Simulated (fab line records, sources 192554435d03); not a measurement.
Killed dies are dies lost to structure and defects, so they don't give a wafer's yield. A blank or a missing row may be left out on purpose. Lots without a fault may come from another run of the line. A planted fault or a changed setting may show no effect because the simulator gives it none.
Split-lot experiment | flow n5_finfet | 7 lots, 39 wafers read, on a route of 1938 steps

THE SPLIT
At N5_HKMG_FIN_ALD_75 (deposits Al2O3, target thk 1 nm, co reactant pulse time 1 s), the setting target_thk_a was moved away from the recipe's 10 angstrom on 12 of the 39 wafers read, by -31.4% to +43.0%. The other wafers ran this setting at the recipe's value.

FROM THE SPLIT TO THE READING: what the file shows between them, 4 steps
- N5_HKMG_FIN_COAT_41: time 60 s, resist thk 300 nm
- N5_HKMG_FIN_COAT_42: time 60 s, resist thk 35 nm
- N5_HKMG_FIN_WET_ETCH_76: etches Al2O3 in dNH4OH, stops on La2O3, target depth 2.25 nm, rinse time 30 s
- N5_HKMG_FIN_STRIP_60: strips in N2/H2, time 360 s

THE READING
Al2O3_of_HKMG_FIN_ALD_75.thk_nm (the simulator's own value, which no gauge read), in nm, at N5_HKMG_FIN_WET_ETCH_77 (etches La2O3 in dHCl, stops on HfO2, target depth 2 nm). The file gives no usual value for it.

wafer  | tool, chamber at the split | target_thk_a as run, angstrom | against the recipe | Al2O3_of_HKMG_FIN_ALD_75.thk_nm, nm | against lot-mates on the recipe
L075.1 | ald_hk-01, 1,3,2,0,2,1     | 10                            | recipe             | 1                                   | -
L075.2 | ald_hk-01, 1,3,2,0,2,1     | 10                            | recipe             | 1                                   | -
L075.3 | ald_hk-01, 1,3,2,0,2,1     | 10                            | recipe             | 1                                   | -
L075.4 | ald_hk-01, 1,3,2,0,2,1     | 10                            | recipe             | 1                                   | -
L075.5 | ald_hk-01, 1,3,2,0,2,1     | 10                            | recipe             | 1                                   | -
L075.6 | ald_hk-01, 1,3,2,0,2,1     | 10                            | recipe             | 1                                   | -
L079.1 | ald_hk-01, 1,0,2           | 6.865                         | -31.4%             | 0.6                                 | -0.4
L079.2 | ald_hk-01, 1,0,2           | 6.865                         | -31.4%             | 0.6                                 | -0.4
L079.3 | ald_hk-01, 1,0,2           | 6.865                         | -31.4%             | 0.6                                 | -0.4
L079.4 | ald_hk-01, 3,1,2           | 10                            | recipe             | 1                                   | -
L079.5 | ald_hk-01, 3,1,2           | 10                            | recipe             | 1                                   | -
L079.6 | ald_hk-01, 3,1,2           | 10                            | recipe             | 1                                   | -
L082.1 | ald_hk-02, 0,3,2           | 11.84                         | +18.4%             | 1.2                                 | +0.2
L082.2 | ald_hk-02, 0,3,2           | 11.84                         | +18.4%             | 1.2                                 | +0.2
L082.6 | ald_hk-02, 0,3,2           | 11.84                         | +18.4%             | 1.2                                 | +0.2
L082.3 | ald_hk-02, 2,1,3           | 10                            | recipe             | 1                                   | -
L082.4 | ald_hk-02, 2,1,3           | 10                            | recipe             | 1                                   | -
L082.5 | ald_hk-02, 2,1,3           | 10                            | recipe             | 1                                   | -
L087.1 | ald_hk-01, 0,3,3           | 7.237                         | -27.6%             | 0.6                                 | -0.4
L087.3 | ald_hk-01, 0,3,3           | 7.237                         | -27.6%             | 0.6                                 | -0.4
L087.5 | ald_hk-01, 0,3,3           | 7.237                         | -27.6%             | 0.6                                 | -0.4
L087.2 | ald_hk-01, 1,2,0           | 10                            | recipe             | 1                                   | -
L087.4 | ald_hk-01, 1,2,0           | 10                            | recipe             | 1                                   | -
L087.6 | ald_hk-01, 1,2,0           | 10                            | recipe             | 1                                   | -
L094.1 | ald_hk-02, 0,1,0           | 10                            | recipe             | 1                                   | -
L094.3 | ald_hk-02, 0,1,0           | 10                            | recipe             | 1                                   | -
L094.6 | ald_hk-02, 0,1,0           | 10                            | recipe             | 1                                   | -
L095.1 | ald_hk-03, 0,1,1           | 14.3                          | +43.0%             | 1.4                                 | +0.4
L095.4 | ald_hk-03, 0,1,1           | 14.3                          | +43.0%             | 1.4                                 | +0.4
L095.5 | ald_hk-03, 0,1,1           | 14.3                          | +43.0%             | 1.4                                 | +0.4
L095.2 | ald_hk-03, 3,2,0           | 10                            | recipe             | 1                                   | -
L095.3 | ald_hk-03, 3,2,0           | 10                            | recipe             | 1                                   | -
L095.6 | ald_hk-03, 3,2,0           | 10                            | recipe             | 1                                   | -
L096.1 | ald_hk-03, 3,0,1,2,2,3     | 10                            | recipe             | 1                                   | -
L096.2 | ald_hk-03, 3,0,1,2,2,3     | 10                            | recipe             | 1                                   | -
L096.3 | ald_hk-03, 3,0,1,2,2,3     | 10                            | recipe             | 1                                   | -
L096.4 | ald_hk-03, 3,0,1,2,2,3     | 10                            | recipe             | 1                                   | -
L096.5 | ald_hk-03, 3,0,1,2,2,3     | 10                            | recipe             | 1                                   | -
L096.6 | ald_hk-03, 3,0,1,2,2,3     | 10                            | recipe             | 1                                   | -
Where a row lists several chambers, the file gives one row for several wafers and doesn't say which wafer went through which chamber.

THE FIT
A straight line over all 39 wafers: Al2O3_of_HKMG_FIN_ALD_75.thk_nm changes by +0.0113 nm for each +1% of target_thk_a; r = +0.99; the points scatter about the line by 0.033 nm.
The same after taking each lot's own level away (the mean of its wafers on the recipe; 39 wafers): +0.0113 nm for each +1%; r = +0.99; scatter 0.033 nm.
On that fit, the largest move of target_thk_a shifts the reading by 0.49 nm.
The lots' own levels span 1.00 to 1.00 nm.
So the lot-to-lot level changes the slope little: the two slopes agree.
Check: with one of the wafers moved furthest among these (+43.0%) left out of the fit, the line predicts +0.484 nm for it against its lot-mates. It came out at +0.4 nm against them.

OTHER SPLITS ON THESE WAFERS
These wafers also went through other splits before the reading. Each is held against what the fit with the lots' levels taken away leaves over:
other split on the same wafers | wafers away from the commonest value | r with Al2O3_of_HKMG_FIN_ALD_75.thk_nm (lot level and that fit taken away)
N5_ZERO_LAYER_PECVD_02 time_s  | 18                                   | -0.20
N5_DUMMY_GATE_HM_DEP_06 time_s | 33                                   | -0.26

THE WHOLE CHAIN: every reading that the file lists as answering this split, in the file's order
step                    | what it does                                                | reading                                                                          | change (the file's fit)                | r (the file's)
N5_HKMG_FIN_ALD_75      | deposits Al2O3, target thk 1 nm, co reactant pulse time 1 s | Al2O3_of_HKMG_FIN_ALD_75.thk_nm (the simulator's own value, which no gauge read) | +0.0099 nm for each +1% of the setting | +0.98
N5_HKMG_FIN_WET_ETCH_77 | etches La2O3 in dHCl, stops on HfO2, target depth 2 nm      | Al2O3_of_HKMG_FIN_ALD_75.thk_nm (the simulator's own value, which no gauge read) | +0.0113 nm for each +1% of the setting | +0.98

THE FILE'S OWN FIT
Al2O3_of_HKMG_FIN_ALD_75.thk_nm changes by +0.0113 nm for each +1% of target_thk_a, r = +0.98.
